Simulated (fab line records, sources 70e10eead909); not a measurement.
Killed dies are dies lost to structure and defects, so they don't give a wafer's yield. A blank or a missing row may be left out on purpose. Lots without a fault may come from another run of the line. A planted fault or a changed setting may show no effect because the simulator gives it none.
Chamber matching | flow nand_harc | NHARC_A_STAIRCASE_TRIM_12 on rie_diel-07: 4 sister chambers
The step chemistry O2, time 211.2 s. 8 wafers are shown with their chamber, then 9 later ones without.

WAFERS WITH THEIR CHAMBER
wafer  | chamber | showerhead_plenum_p_Torr (Torr) | drypump_motor_current_A (A)
L077.5 | 2       | 3.68                            | 5.8
L079.3 | 3       | 3.60                            | 6.4
L080.3 | 1       | 3.34                            | 5.8
L080.4 | 3       | 3.60                            | 6.4
L080.6 | 0       | 3.40                            | 6.6
L089.1 | 0       | 3.38                            | 6.5
L089.4 | 1       | 3.32                            | 5.7
L089.5 | 2       | 3.66                            | 5.8

WAFERS WITHOUT THEIR CHAMBER
wafer  | showerhead_plenum_p_Torr (Torr) | drypump_motor_current_A (A)
L088.2 | 3.38                            | 6.6
L088.4 | 3.66                            | 5.8
L088.5 | 3.32                            | 5.7
L095.3 | 3.38                            | 6.5
L095.4 | 3.32                            | 5.7
L095.6 | 3.38                            | 6.5
L094.2 | 3.38                            | 6.5
L094.3 | 3.32                            | 5.8
L094.4 | 3.32                            | 5.8

WHICH CHAMBER EACH WENT THROUGH
wafer  | from the rows above | in truth
L088.2 | 0                   | 0
L088.4 | 2                   | 2
L088.5 | 1                   | 1
L095.3 | 0                   | 0
L095.4 | 1                   | 1
L095.6 | 0                   | 0
L094.2 | 0                   | 0
L094.3 | 1                   | 1
L094.4 | 1                   | 1
Placed correctly: 9 of 9. Can't be placed from these rows: 0. Placed wrongly: 0.
How it was worked out, from the rows above alone: a wafer's distance from a chamber is the root of the sum, over the readings, of the square of ((its reading less the chamber's mean) divided by the reading's scatter). The wafer belongs to the nearest chamber; if the next one is less than 2 further off, it can't be placed. A chamber's mean is the mean of its shown wafers. The scatter: the root of (the sum of the squares of (reading less its chamber's mean) over the shown wafers, divided by (wafers less chambers)).
